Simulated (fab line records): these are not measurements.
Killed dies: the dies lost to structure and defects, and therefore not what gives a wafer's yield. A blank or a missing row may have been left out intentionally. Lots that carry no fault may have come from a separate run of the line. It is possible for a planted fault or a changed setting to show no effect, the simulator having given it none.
Chamber matching + flow n5_finfet + N5_FIN_SAQP_STRIP_77 on rie_diel-03 has 4 sister chambers
The step strips in N2/H2, time 90 s. 8 wafers are shown with their chamber, then 8 later ones without.

## EACH WAFER AND ITS CHAMBER
| wafer  | chamber | drypump_motor_current_A (A) | showerhead_plenum_p_Torr (Torr) |
|--------|---------|-----------------------------|---------------------------------|
| L078.2 | 2       | 6.0                         | 3.49                            |
| L078.6 | 0       | 5.3                         | 3.36                            |
| L086.1 | 0       | 5.4                         | 3.35                            |
| L086.2 | 1       | 6.6                         | 3.32                            |
| L089.1 | 1       | 6.6                         | 3.32                            |
| L089.3 | 3       | 5.5                         | 3.33                            |
| L089.4 | 3       | 5.5                         | 3.33                            |
| L092.2 | 2       | 6.0                         | 3.48                            |

## WAFERS MISSING THEIR CHAMBER
| wafer  | drypump_motor_current_A (A) | showerhead_plenum_p_Torr (Torr) |
|--------|-----------------------------|---------------------------------|
| L092.4 | 6.6                         | 3.31                            |
| L092.6 | 6.6                         | 3.31                            |
| L093.1 | 5.9                         | 3.48                            |
| L093.4 | 5.3                         | 3.34                            |
| L093.6 | 5.9                         | 3.48                            |
| L097.1 | 6.6                         | 3.31                            |
| L097.2 | 6.0                         | 3.47                            |
| L097.3 | 5.4                         | 3.34                            |

## THE CHAMBER EACH PASSED THROUGH
| wafer  | from the rows above     | in truth |
|--------|-------------------------|----------|
| L092.4 | 1                       | 1        |
| L092.6 | 1                       | 1        |
| L093.1 | 2                       | 2        |
| L093.4 | 0                       | 0        |
| L093.6 | 2                       | 2        |
| L097.1 | 1                       | 1        |
| L097.2 | 2                       | 2        |
| L097.3 | can't be placed: 0 or 3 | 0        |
Correct placement for 7 of the 8. Not placeable from these rows: 1 (in 1, the candidates include the true chamber). Wrongly placed: 0.
How it was worked out, from the rows above alone: a wafer's distance from a chamber is the root of the sum, over the readings, of the square of ((its reading less the chamber's mean) divided by the reading's scatter). The wafer belongs to the nearest chamber; if the next one is less than 2 further off, it can't be placed. A chamber's mean is the mean of its shown wafers. How the scatter is found: for the shown wafers, subtract from each reading the mean of its chamber, square and add these, divide the total by (wafers less chambers), then take the root.
